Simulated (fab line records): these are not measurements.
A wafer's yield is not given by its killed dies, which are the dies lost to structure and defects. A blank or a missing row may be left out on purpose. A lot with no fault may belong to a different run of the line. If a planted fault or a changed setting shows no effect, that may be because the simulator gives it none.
Lot-split experiment || flow n5Finfet || 21 wafers read across 7 lots, on a route 1938 steps long

== ABOUT THE SPLIT ==
At N5_MOL_CONTACT_COAG_ALD_27 (deposits SiOC, target thk 17 nm, pulse time 1.5 s, time 2720 s), the setting aldCycles was moved away from the recipe's 340 on 5 of the 21 wafers read, by -5.6% to +14.1%. This setting was run at the recipe's value on the other wafers.

Reading taken at the split's own step.

== THE READING ==
SiOC_of_MOL_CONTACT_COAG_ALD_27.thkNm (the simulator's own value, which no gauge read), in nm, at N5_MOL_CONTACT_COAG_ALD_27 (deposits SiOC, target thk 17 nm, pulse time 1.5 s, time 2720 s). There is no usual value for it anywhere in the file. Across the 16 wafers here that went through the recipe, the average is 17.0 nm and the standard deviation 0.1 nm.

{"wafer": "L074.2", "tool, chamber at the split": "aldSin-02, 3,0", "aldCycles as run": 340, "against the recipe": "recipe", "SiOC_of_MOL_CONTACT_COAG_ALD_27.thkNm, nm": 16.8, "against lot-mates on the recipe": "-"}
{"wafer": "L074.4", "tool, chamber at the split": "aldSin-02, 3,0", "aldCycles as run": 340, "against the recipe": "recipe", "SiOC_of_MOL_CONTACT_COAG_ALD_27.thkNm, nm": 16.8, "against lot-mates on the recipe": "-"}
{"wafer": "L074.3", "tool, chamber at the split": "aldSin-02, 1", "aldCycles as run": 340, "against the recipe": "recipe", "SiOC_of_MOL_CONTACT_COAG_ALD_27.thkNm, nm": 17, "against lot-mates on the recipe": "-"}
{"wafer": "L078.2", "tool, chamber at the split": "aldSin-04, 1,3", "aldCycles as run": 380, "against the recipe": "+11.8%", "SiOC_of_MOL_CONTACT_COAG_ALD_27.thkNm, nm": 19, "against lot-mates on the recipe": "+2.0"}
{"wafer": "L078.3", "tool, chamber at the split": "aldSin-04, 1,3", "aldCycles as run": 380, "against the recipe": "+11.8%", "SiOC_of_MOL_CONTACT_COAG_ALD_27.thkNm, nm": 19, "against lot-mates on the recipe": "+2.0"}
{"wafer": "L078.5", "tool, chamber at the split": "aldSin-04, 1", "aldCycles as run": 340, "against the recipe": "recipe", "SiOC_of_MOL_CONTACT_COAG_ALD_27.thkNm, nm": 17, "against lot-mates on the recipe": "-"}
{"wafer": "L081.1", "tool, chamber at the split": "aldSin-04, 0", "aldCycles as run": 321, "against the recipe": "-5.6%", "SiOC_of_MOL_CONTACT_COAG_ALD_27.thkNm, nm": 16, "against lot-mates on the recipe": -1.1}
{"wafer": "L081.3", "tool, chamber at the split": "aldSin-04, 1", "aldCycles as run": 340, "against the recipe": "recipe", "SiOC_of_MOL_CONTACT_COAG_ALD_27.thkNm, nm": 17.2, "against lot-mates on the recipe": "-"}
{"wafer": "L081.4", "tool, chamber at the split": "aldSin-04, 3", "aldCycles as run": 340, "against the recipe": "recipe", "SiOC_of_MOL_CONTACT_COAG_ALD_27.thkNm, nm": 17, "against lot-mates on the recipe": "-"}
{"wafer": "L084.1", "tool, chamber at the split": "aldSin-01, 3", "aldCycles as run": 388, "against the recipe": "+14.1%", "SiOC_of_MOL_CONTACT_COAG_ALD_27.thkNm, nm": 19.4, "against lot-mates on the recipe": "+2.4"}
{"wafer": "L084.2", "tool, chamber at the split": "aldSin-01, 2,3", "aldCycles as run": 340, "against the recipe": "recipe", "SiOC_of_MOL_CONTACT_COAG_ALD_27.thkNm, nm": 17, "against lot-mates on the recipe": "-"}
{"wafer": "L084.6", "tool, chamber at the split": "aldSin-01, 2,3", "aldCycles as run": 340, "against the recipe": "recipe", "SiOC_of_MOL_CONTACT_COAG_ALD_27.thkNm, nm": 17, "against lot-mates on the recipe": "-"}
{"wafer": "L089.2", "tool, chamber at the split": "aldSin-02, 0,1", "aldCycles as run": 340, "against the recipe": "recipe", "SiOC_of_MOL_CONTACT_COAG_ALD_27.thkNm, nm": 17, "against lot-mates on the recipe": "-"}
{"wafer": "L089.6", "tool, chamber at the split": "aldSin-02, 0,1", "aldCycles as run": 340, "against the recipe": "recipe", "SiOC_of_MOL_CONTACT_COAG_ALD_27.thkNm, nm": 17, "against lot-mates on the recipe": "-"}
{"wafer": "L089.4", "tool, chamber at the split": "aldSin-02, 2", "aldCycles as run": 340, "against the recipe": "recipe", "SiOC_of_MOL_CONTACT_COAG_ALD_27.thkNm, nm": 17.2, "against lot-mates on the recipe": "-"}
{"wafer": "L091.2", "tool, chamber at the split": "aldSin-02, 3,0", "aldCycles as run": 340, "against the recipe": "recipe", "SiOC_of_MOL_CONTACT_COAG_ALD_27.thkNm, nm": 17, "against lot-mates on the recipe": "-"}
{"wafer": "L091.5", "tool, chamber at the split": "aldSin-02, 3,0", "aldCycles as run": 340, "against the recipe": "recipe", "SiOC_of_MOL_CONTACT_COAG_ALD_27.thkNm, nm": 17, "against lot-mates on the recipe": "-"}
{"wafer": "L091.3", "tool, chamber at the split": "aldSin-02, 1", "aldCycles as run": 378, "against the recipe": "+11.2%", "SiOC_of_MOL_CONTACT_COAG_ALD_27.thkNm, nm": 18.8, "against lot-mates on the recipe": "+1.8"}
{"wafer": "L097.1", "tool, chamber at the split": "aldSin-01, 1,3,1", "aldCycles as run": 340, "against the recipe": "recipe", "SiOC_of_MOL_CONTACT_COAG_ALD_27.thkNm, nm": 17, "against lot-mates on the recipe": "-"}
{"wafer": "L097.4", "tool, chamber at the split": "aldSin-01, 1,3,1", "aldCycles as run": 340, "against the recipe": "recipe", "SiOC_of_MOL_CONTACT_COAG_ALD_27.thkNm, nm": 17, "against lot-mates on the recipe": "-"}
{"wafer": "L097.5", "tool, chamber at the split": "aldSin-01, 1,3,1", "aldCycles as run": 340, "against the recipe": "recipe", "SiOC_of_MOL_CONTACT_COAG_ALD_27.thkNm, nm": 17, "against lot-mates on the recipe": "-"}
When a row names more than one chamber, that row covers several wafers, and the file does not tell which wafer ran in which chamber.

FIT RESULTS
A straight line over all 21 wafers: SiOC_of_MOL_CONTACT_COAG_ALD_27.thkNm changes by +0.169 nm for each +1% of aldCycles; r = +0.99; the points scatter about the line by 0.095 nm.
The same after taking each lot's own level away (the mean of its wafers on the recipe; 21 wafers): +0.17 nm for each +1%; r = +1.00; scatter 0.074 nm.
That fit puts the effect of the largest move of aldCycles on the reading at 2.4 nm.
The lots' own levels span 16.87 to 17.10 nm, that is 2.3 times the standard deviation above.
The two slopes are in agreement: the lot-to-lot level therefore moves the slope only a little.
Check: +2.39 nm against its lot-mates is what the line predicts for one of the wafers moved furthest among these (+14.1%) when that wafer is left out of the fit. Against them it came out at +2.4 nm.

== FURTHER SPLITS ON THESE WAFERS ==
Other splits were also applied to these wafers ahead of the reading. Each is held against what the fit with the lots' levels taken away leaves over:
{"other split on the same wafers": "N5_DUMMY_GATE_EXPOSE_12 doseMj", "wafers away from the commonest value": 10, "r with SiOC_of_MOL_CONTACT_COAG_ALD_27.thkNm (lot level and that fit taken away)": -0.11}
{"other split on the same wafers": "N5_SD_EPI_P_COAT_35 spinRpm", "wafers away from the commonest value": 7, "r with SiOC_of_MOL_CONTACT_COAG_ALD_27.thkNm (lot level and that fit taken away)": -0.20}
{"other split on the same wafers": "N5_SDB_COAT_04 spinRpm", "wafers away from the commonest value": 9, "r with SiOC_of_MOL_CONTACT_COAG_ALD_27.thkNm (lot level and that fit taken away)": "+0.00"}
{"other split on the same wafers": "N5_SDB_EXPOSE_08 doseMj", "wafers away from the commonest value": 9, "r with SiOC_of_MOL_CONTACT_COAG_ALD_27.thkNm (lot level and that fit taken away)": "+0.16"}
{"other split on the same wafers": "N5_HKMG_FIN_PEB_10 pebTimeS", "wafers away from the commonest value": 7, "r with SiOC_of_MOL_CONTACT_COAG_ALD_27.thkNm (lot level and that fit taken away)": -0.06}

== FILE'S OWN FIT ==
SiOC_of_MOL_CONTACT_COAG_ALD_27.thkNm changes by +0.169 nm for each +1% of aldCycles, r = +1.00.
